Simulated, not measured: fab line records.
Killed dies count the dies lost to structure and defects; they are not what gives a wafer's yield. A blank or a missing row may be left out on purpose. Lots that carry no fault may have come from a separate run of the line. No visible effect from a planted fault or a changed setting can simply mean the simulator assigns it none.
Which tool was responsible?    flow nand_harc    24 lots with 72 wafers sampled at 3 steps, on a route of 1302 steps

WHAT THE GAUGES SHOWED, per wafer
NHARC_P_M0_OVL_MEAS_10: pitch 180 nm. Usual: overlay_x_nm -0.1 nm, standard deviation 0.83; overlay_y_nm 0.3 nm, standard deviation 0.81.
lot   measured      on          overlay_x_nm (nm)  overlay_y_nm (nm)  flag
L074  day 6 02:02   overlay-01  1.5 1.5 1.0        1.0 1.2 1.7        
L075  day 6 15:47   overlay-01  -0.3 -0.5 -1.0     1.7 1.1 0.7        
L076  day 6 19:25   overlay-02  0.1 -0.4 -0.2      -0.8 -0.9 -1.0     
L077  day 7 07:05   overlay-01  0.5 0.4 0.6        -0.9 -0.9 -0.9     
L078  day 7 22:26   overlay-01  -0.3 -0.2 0.4      0.5 0.4 0.5        
L079  day 8 01:49   overlay-01  -0.4 -0.8 -0.8     1.1 1.3 1.4        
L080  day 8 20:17   overlay-01  -0.7 -0.5 -0.4     0.0 0.3 0.6        
L081  day 8 21:06   overlay-02  -1.9 -1.6 -0.8     1.4 0.9 1.7        
L082  day 9 16:03   overlay-01  0.0 0.8 0.5        0.1 0.0 0.3        
L083  day 9 23:24   overlay-01  1.4 1.9 1.6        -0.8 -1.3 -1.3     
L084  day 10 12:05  overlay-02  0.1 0.3 -0.1       0.2 0.2 -0.6       
L085  day 10 17:45  overlay-02  -0.1 -0.8 -0.5     1.2 0.7 0.8        
L086  day 10 18:38  overlay-01  1.1 1.3 1.7        0.8 0.9 0.8        
L087  day 11 09:37  overlay-02  -0.3 0.1 -0.5      1.7 1.5 1.7        
L089  day 12 10:23  overlay-01  -0.3 -0.1 0.2      0.5 0.8 0.4        
L088  day 12 11:39  overlay-02  -0.9 -0.9 -0.9     -0.1 0.3 0.5       
L090  day 13 01:08  overlay-01  1.2 0.9 0.4        0.5 0.2 0.1        
L091  day 13 12:25  overlay-01  0.4 0.7 0.5        0.4 -0.1 0.6       
L092  day 13 13:24  overlay-02  -0.6 -0.3 -0.7     0.9 0.8 0.6        
L093  day 13 23:56  overlay-02  -1.4 -1.7 -2.0     -0.3 -0.6 -0.1     
L094  day 14 05:07  overlay-02  -0.4 0.2 -0.2      -0.2 0.2 -0.1      
L095  day 14 17:34  overlay-01  0.3 0.2 -0.1       0.3 -0.3 -0.6      
L096  day 15 08:58  overlay-01  -0.1 -0.1 -0.5     -0.3 -0.2 -0.5     
L097  day 15 11:43  overlay-01  -1.1 -0.7 -0.7     -0.2 -0.4 -0.4     

WHAT TOOL EACH LOT RAN ON (gives the tool, then ch and the chambers of the sampled wafers, and finally the start)
lot   NHARC_P_CONTACT_STRIP_28            NHARC_P_CONTACT_ALD_22
L074  rie_diel-08 ch 0,3, day 5 23:02     ald_metal-03 ch 0,2, day 5 23:56
L075  rie_diel-13 ch 0,2,3, day 6 12:42   ald_metal-03 ch 0,2,3, day 6 13:37
L076  rie_diel-04 ch 1,2, day 6 16:15     ald_metal-01 ch 0,1,3, day 6 17:10
L077  rie_diel-04 ch 0,1,3, day 7 03:56   ald_metal-03 ch 0,1,2, day 7 04:51
L078  rie_diel-08 ch 0,1, day 7 19:19     ald_metal-03 ch 0,1, day 7 20:16
L079  rie_diel-04 ch 0,3, day 7 22:49     ald_metal-01 ch 0,3, day 7 23:41
L080  rie_diel-08 ch 1,2, day 8 17:19     ald_metal-01 ch 2,3, day 8 18:11
L081  rie_diel-08 ch 0,3, day 8 17:59     ald_metal-03 ch 0,1,3, day 8 18:55
L082  rie_diel-04 ch 0,1,3, day 9 12:55   ald_metal-01 ch 0,1,2, day 9 13:49
L083  rie_diel-13 ch 0,1,2, day 9 20:25   ald_metal-02 ch 0,2,3, day 9 21:17
L084  rie_diel-08 ch 0,2, day 10 08:58    ald_metal-03 ch 1,3, day 10 09:50
L085  rie_diel-08 ch 0,2,3, day 10 14:36  ald_metal-02 ch 0,1,2, day 10 15:29
L086  rie_diel-08 ch 1,2, day 10 15:31    ald_metal-01 ch 2,3, day 10 16:25
L087  rie_diel-13 ch 0,1,2, day 11 06:40  ald_metal-01 ch 1,2, day 11 07:31
L089  rie_diel-08 ch 0,1,3, day 12 07:19  ald_metal-03 ch 0,1,2, day 12 08:10
L088  rie_diel-08 ch 0,2,3, day 12 08:32  ald_metal-02 ch 0,3, day 12 09:22
L090  rie_diel-08 ch 0,1,2, day 12 22:00  ald_metal-01 ch 0,1, day 12 22:52
L091  rie_diel-04 ch 0,1,2, day 13 09:25  ald_metal-01 ch 0,2,3, day 13 10:17
L092  rie_diel-04 ch 0,1,2, day 13 10:16  ald_metal-02 ch 0,1,3, day 13 11:09
L093  rie_diel-13 ch 0,2, day 13 20:55    ald_metal-03 ch 0,1,3, day 13 21:50
L094  rie_diel-04 ch 0,1,2, day 14 02:09  ald_metal-02 ch 0,1,3, day 14 03:01
L095  rie_diel-13 ch 0,2,3, day 14 14:26  ald_metal-02 ch 0,1,3, day 14 15:20
L096  rie_diel-13 ch 0,1,3, day 15 05:51  ald_metal-02 ch 0,2,3, day 15 06:46
L097  rie_diel-08 ch 0,1,2, day 15 08:34  ald_metal-03 ch 1,2, day 15 09:26
- NHARC_P_CONTACT_STRIP_28: strips in O2.
- NHARC_P_CONTACT_ALD_22: deposits TiN, target thk 3 nm, pulse time 1 s, ald cycles 150.

AS READ BY THE TOOLS THEMSELVES (means over the sampled wafers that have a number; for cases with no such wafer, the mark the record gives instead)
NHARC_P_CONTACT_STRIP_28. Usual: drypump_motor_current_A 5.6 A, standard deviation 0.38; oes_product_au 1.001 a.u., standard deviation 0.012; rf_vpp_V 57.6 V, standard deviation 0.86; showerhead_plenum_p_Torr 3.52 Torr, standard deviation 0.15; throttle_valve_pct 17.038 %, standard deviation 0.0091.
lot   tool         drypump_motor_current_A (A)  oes_product_au (a.u.)  rf_vpp_V (V)  showerhead_plenum_p_Torr (Torr)  throttle_valve_pct (%)  flag
L074  rie_diel-08  5.6                          1.008                  58.1          3.52                             17.040                  
L075  rie_diel-13  6.0                          1.005                  57.8          3.45                             17.041                  
L076  rie_diel-04  5.7                          1.009                  57.4          3.45                             17.033                  
L077  rie_diel-04  5.6                          1.002                  58.1          3.54                             17.037                  
L078  rie_diel-08  5.5                          1.002                  57.5          3.40                             17.035                  
L079  rie_diel-04  5.6                          1.009                  57.3          3.51                             17.028                  
L080  rie_diel-08  5.1                          0.999                  57.6          3.51                             17.038                  
L081  rie_diel-08  5.6                          0.999                  57.5          3.52                             17.041                  
L082  rie_diel-04  5.6                          1.007                  57.9          3.54                             17.038                  
L083  rie_diel-13  5.8                          0.988                  57.6          3.45                             17.033                  
L084  rie_diel-08  5.3                          1.012                  57.7          3.50                             17.031                  
L085  rie_diel-08  5.4                          1.009                  58.0          3.58                             17.035                  
L086  rie_diel-08  5.1                          0.996                  58.1          3.46                             17.038                  
L087  rie_diel-13  5.8                          1.000                  57.1          3.45                             17.043                  
L089  rie_diel-08  5.4                          1.001                  57.5          3.53                             17.036                  
L088  rie_diel-08  5.4                          1.019                  58.1          3.58                             17.038                  
L090  rie_diel-08  5.3                          1.009                  57.4          3.45                             17.042                  
L091  rie_diel-04  5.7                          1.000                  57.8          3.42                             17.033                  
L092  rie_diel-04  5.7                          1.009                  57.5          3.42                             17.030                  
L093  rie_diel-13  5.8                          0.995                  57.3          3.36                             17.035                  
L094  rie_diel-04  5.7                          1.004                  57.1          3.42                             17.041                  
L095  rie_diel-13  6.0                          0.993                  56.7          3.45                             17.035                  
L096  rie_diel-13  6.0                          0.994                  57.3          3.54                             17.039                  
L097  rie_diel-08  5.3                          1.008                  57.6          3.45                             17.038                  

NHARC_P_CONTACT_ALD_22. Usual: heater_power_w 1060 W, standard deviation 150; precursor_pulse_height_rel 1.001, standard deviation 0.019.
lot   tool          heater_power_w (W)  precursor_pulse_height_rel  flag
L074  ald_metal-03  1128                1.008                       
L075  ald_metal-03  1028                0.994                       
L076  ald_metal-01  988                 1.002                       
L077  ald_metal-03  1100                1.001                       
L078  ald_metal-03  1155                0.983                       
L079  ald_metal-01  1066                1.006                       
L080  ald_metal-01  1046                1.011                       
L081  ald_metal-03  1078                0.998                       
L082  ald_metal-01  901                 1.014                       
L083  ald_metal-02  1150                1.015                       
L084  ald_metal-03  988                 1.008                       
L085  ald_metal-02  1172                0.992                       
L086  ald_metal-01  977                 1.009                       
L087  ald_metal-01  901                 0.998                       
L089  ald_metal-03  1070                0.997                       
L088  ald_metal-02  981                 1.002                       
L090  ald_metal-01  890                 0.996                       
L091  ald_metal-01  995                 1.005                       
L092  ald_metal-02  1144                0.988                       
L093  ald_metal-03  1082                1.007                       
L094  ald_metal-02  1128                1.020                       
L095  ald_metal-02  1138                0.993                       
L096  ald_metal-02  1117                1.013                       
L097  ald_metal-03  988                 1.010                       

THE ANSWER, worked out from the rows above alone
Rule: take the mean of a lot's wafers that have a number; if it is more than 3 standard deviations from the usual mean, the lot is off. A lot without any number at a reading at which 4 lots or more have one is off too. Any other lot the step has rows for is counted as sound. First the gauges in route order, then the tools' own readings, where a lot's mean is used as printed above. The first step at which some lot is off is used, and at that step the reading that is off furthest; a lot without a number counts as furthest.
No lot is off on any of the readings shown, so nothing can be concluded from this.

WHAT HAD BEEN PUT IN BY THE SIMULATOR
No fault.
